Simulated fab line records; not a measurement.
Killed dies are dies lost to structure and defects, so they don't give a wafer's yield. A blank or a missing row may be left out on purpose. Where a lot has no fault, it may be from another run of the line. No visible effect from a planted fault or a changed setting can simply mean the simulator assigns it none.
Which tool is to blame? -- flow nand harc -- Sampling: 15 lots, 45 wafers, 4 of 1302 route steps

WHAT THE GAUGES READ, wafer by wafer
Not one reading of a measure or inspect step in the record can be checked against a usual standard deviation.

TOOL THAT RAN EACH LOT (tool first, then ch and the chambers of the sampled wafers, then the start)
lot,NHARC_A_CONTACT_ETCH_102,NHARC_A_CONTACT_DEVELOP_68,NHARC_A_CONTACT_ETCH_75,NHARC_A_CONTACT_ETCH_76
L616,"rie diel-03 ch 2,3, day 22 14:17","litho track-06 ch 0, day 22 18:00","rie diel-03 ch 2,3, day 22 19:46","rie diel-03 ch 0,1,3, no start"
L613,"rie diel-03 ch 1,2,3, day 22 17:10","litho track-04 ch 0, day 22 22:00","rie diel-03 ch 0,1,3, day 22 22:52","rie diel-03 ch 0,1,3, no start"
L614,"rie diel-02 ch 0,1, day 22 21:04","litho track-01 ch 0, day 23 01:00","rie diel-03 ch 1,2,3, day 23 02:02","rie diel-03 ch 0,2,3, no start"
L617,"rie diel-02 ch 0,1,3, day 23 16:25","litho track-04 ch 0, day 23 21:00","rie diel-03 ch 0,3, day 23 21:44","rie diel-03 ch 1,2,3, no start"
L620,"rie diel-03 ch 0,1,2, day 24 04:58","litho track-06 ch 0, day 24 14:00","rie diel-10 ch 1,2, day 24 14:29","rie diel-10 ch 0,1,3, no start"
L621,"rie diel-02 ch 1,2,3, day 25 13:42","litho track-01 ch 0, day 25 18:00","rie diel-02 ch 1,2,3, day 25 18:38","rie diel-02 ch 0,1,3, no start"
L624,"rie diel-03 ch 1,2,3, day 26 10:21","litho track-04 ch 0, day 26 17:00","rie diel-02 ch 0,1,2, day 26 17:52","rie diel-02 ch 0,2,3, no start"
L627,"rie diel-10 ch 0,1,3, day 27 17:56","litho track-06, day 28 01:00","rie diel-03 ch 0,3, day 28 06:53","rie diel-03 ch 2,3, no start"
L629,"rie diel-10 ch 2,3, day 29 04:35","litho track-06, day 29 12:00","rie diel-02 ch 1,3, day 29 14:11","rie diel-02 ch 1,2, no start"
L631,"rie diel-03 ch 1,2,3, day 29 13:07","litho track-04, day 29 19:00","rie diel-03 ch 0,1,2, day 29 22:12","rie diel-03 ch 0,1,3, no start"
L632,"rie diel-03 ch 0,1,3, day 29 19:31","litho track-04 ch 0, day 29 23:00","rie diel-02 ch 0,1,2, day 30 00:16","rie diel-02 ch 0,1,3, no start"
L633,"rie diel-03 ch 0,3, day 29 21:36","litho track-01 ch 0, day 30 02:00","rie diel-03 ch 0,2, day 30 02:25","rie diel-03 ch 0,1, no start"
L634,"rie diel-03 ch 0,1, day 30 23:47","litho track-01 ch 0, day 31 04:00","rie diel-02 ch 0,1,2, day 31 04:32","rie diel-02 ch 1,3, no start"
L636,"rie diel-03 ch 0,1,2, day 31 03:40","litho track-06 ch 0, day 31 09:00","rie diel-03 ch 1,2,3, day 31 09:46","rie diel-03 ch 1,2,3, no start"
L635,"rie diel-10 ch 0,2, day 31 15:49","litho track-01 ch 0, day 32 03:00","rie diel-10 ch 1,2,3, day 32 03:59","rie diel-10 ch 0,1,3, no start"
- NHARC_A_CONTACT_ETCH_102: etches the open film in CF4/O2, target depth 100 nm, overetch 10 nm, time 55 s.
- NHARC_A_CONTACT_DEVELOP_68: develop time 35 s.
- NHARC_A_CONTACT_ETCH_75: etches the open film in CF4, target depth 39 nm, time 65 s.
- NHARC_A_CONTACT_ETCH_76: etches the open film in N2/H2, target depth 260 nm, time 475.3 s.

AS READ BY THE TOOLS THEMSELVES (means over the sampled wafers that have a number; for cases with no such wafer, the mark the record gives instead)
NHARC_A_CONTACT_ETCH_102.
lot,tool,drypump motor current A (A),oes product au (a.u.),rf vpp V (V),showerhead plenum p Torr (Torr),throttle valve pct (%)
L616,rie diel-03,6.1,0.996,199.1,1.38,13.398
L613,rie diel-03,6.1,0.997,198.7,1.35,13.407
L614,rie diel-02,5.2,1.006,198.9,1.38,13.402
L617,rie diel-02,5.2,0.997,198.2,1.40,13.392
L620,rie diel-03,6.0,1.000,197.4,1.31,13.401
L621,rie diel-02,5.5,0.991,198.8,1.38,13.403
L624,rie diel-03,6.1,1.000,199.1,1.35,13.386
L627,rie diel-10,5.6,0.990,197.8,1.37,13.404
L629,rie diel-10,4.9,1.003,196.2,1.27,13.400
L631,rie diel-03,6.1,1.000,197.2,1.34,13.389
L632,rie diel-03,5.9,0.988,197.3,1.31,13.398
L633,rie diel-03,5.8,0.991,198.3,1.35,13.404
L634,rie diel-03,5.9,1.004,196.1,1.27,13.400
L636,rie diel-03,6.0,1.003,196.7,1.30,13.395
L635,rie diel-10,5.6,0.999,198.4,1.36,13.398

NHARC_A_CONTACT_DEVELOP_68.
lot,tool,chill plate temp C (C)
L616,litho track-06,22.96
L613,litho track-04,22.91
L614,litho track-01,22.98
L617,litho track-04,22.95
L620,litho track-06,22.94
L621,litho track-01,23.02
L624,litho track-04,22.87
L627,litho track-06,-
L629,litho track-06,-
L631,litho track-04,-
L632,litho track-04,22.96
L633,litho track-01,22.96
L634,litho track-01,23.03
L636,litho track-06,22.99
L635,litho track-01,22.99

NHARC_A_CONTACT_ETCH_75.
lot,tool,drypump motor current A (A),oes product au (a.u.),rf vpp V (V),showerhead plenum p Torr (Torr),throttle valve pct (%)
L616,rie diel-03,6.0,0.992,151.8,1.84,13.282
L613,rie diel-03,5.8,0.997,151.2,1.75,13.286
L614,rie diel-03,6.1,0.996,151.8,1.79,13.286
L617,rie diel-03,5.8,0.987,151.7,1.79,13.280
L620,rie diel-10,5.5,1.017,150.1,1.66,13.279
L621,rie diel-02,5.5,0.991,152.6,1.82,13.287
L624,rie diel-02,5.5,0.999,152.1,1.80,13.286
L627,rie diel-03,5.7,0.985,151.4,1.74,13.285
L629,rie diel-02,5.2,0.993,153.0,1.85,13.286
L631,rie diel-03,6.0,0.996,150.8,1.72,13.288
L632,rie diel-02,5.5,0.998,151.5,1.79,13.289
L633,rie diel-03,6.0,1.003,150.8,1.76,13.283
L634,rie diel-02,5.5,1.007,151.4,1.78,13.290
L636,rie diel-03,6.1,0.997,151.5,1.78,13.287
L635,rie diel-10,5.2,0.994,150.6,1.75,13.284

NHARC_A_CONTACT_ETCH_76.
lot,tool,drypump motor current A (A),oes product au (a.u.),rf vpp V (V),showerhead plenum p Torr (Torr),throttle valve pct (%)
L616,rie diel-03,5.9,0.991,430.1,2.01,14.173
L613,rie diel-03,5.9,0.997,429.7,2.01,14.160
L614,rie diel-03,5.9,0.994,430.9,2.06,14.168
L617,rie diel-03,6.1,1.001,432.3,2.06,14.162
L620,rie diel-10,5.6,1.005,430.4,2.00,14.179
L621,rie diel-02,5.3,0.999,433.5,2.13,14.169
L624,rie diel-02,5.5,0.998,431.6,2.08,14.174
L627,rie diel-03,6.0,0.990,432.6,2.12,14.183
L629,rie diel-02,5.7,1.008,430.6,2.04,14.172
L631,rie diel-03,5.9,0.998,430.2,2.00,14.173
L632,rie diel-02,5.2,0.999,432.2,2.12,14.177
L633,rie diel-03,6.0,1.004,427.3,1.93,14.168
L634,rie diel-02,5.2,0.991,433.6,2.14,14.172
L636,rie diel-03,6.1,1.000,430.2,2.05,14.171
L635,rie diel-10,5.7,0.994,431.7,2.10,14.175

THE ANSWER, worked out from the rows above alone
Rule: the usual values come from the lots themselves. Put in order of their means at a reading, lots are off if they are a third of the lots or fewer, leave a main group of 4 or more, and stand apart from it by a gap of 3 or more times the standard deviation of the main group's means; of several such gaps the widest counts. Not used: any main group whose means are identical at the precision the tables above print for the reading. A lot without any number at a reading at which 4 lots or more have one is off too. All remaining lots with rows at the step are treated as sound. First the gauges in route order, then the tools' own readings, where a lot's mean is used as printed above. The first step at which some lot is off is used, and at that step the reading that is off furthest; a lot without a number counts as furthest.
Off, at NHARC_A_CONTACT_DEVELOP_68 on chill plate temp C: L627, L629, L631. Without a number there: L627, L629, L631. Main group: mean 22.96 C, sd 0.042.
A tool fits if, at that step or a process step before it, it ran every lot that is off, and no sound lot after the first of them. Not one of the candidates tried fits.

WHAT HAD BEEN PUT IN BY THE SIMULATOR
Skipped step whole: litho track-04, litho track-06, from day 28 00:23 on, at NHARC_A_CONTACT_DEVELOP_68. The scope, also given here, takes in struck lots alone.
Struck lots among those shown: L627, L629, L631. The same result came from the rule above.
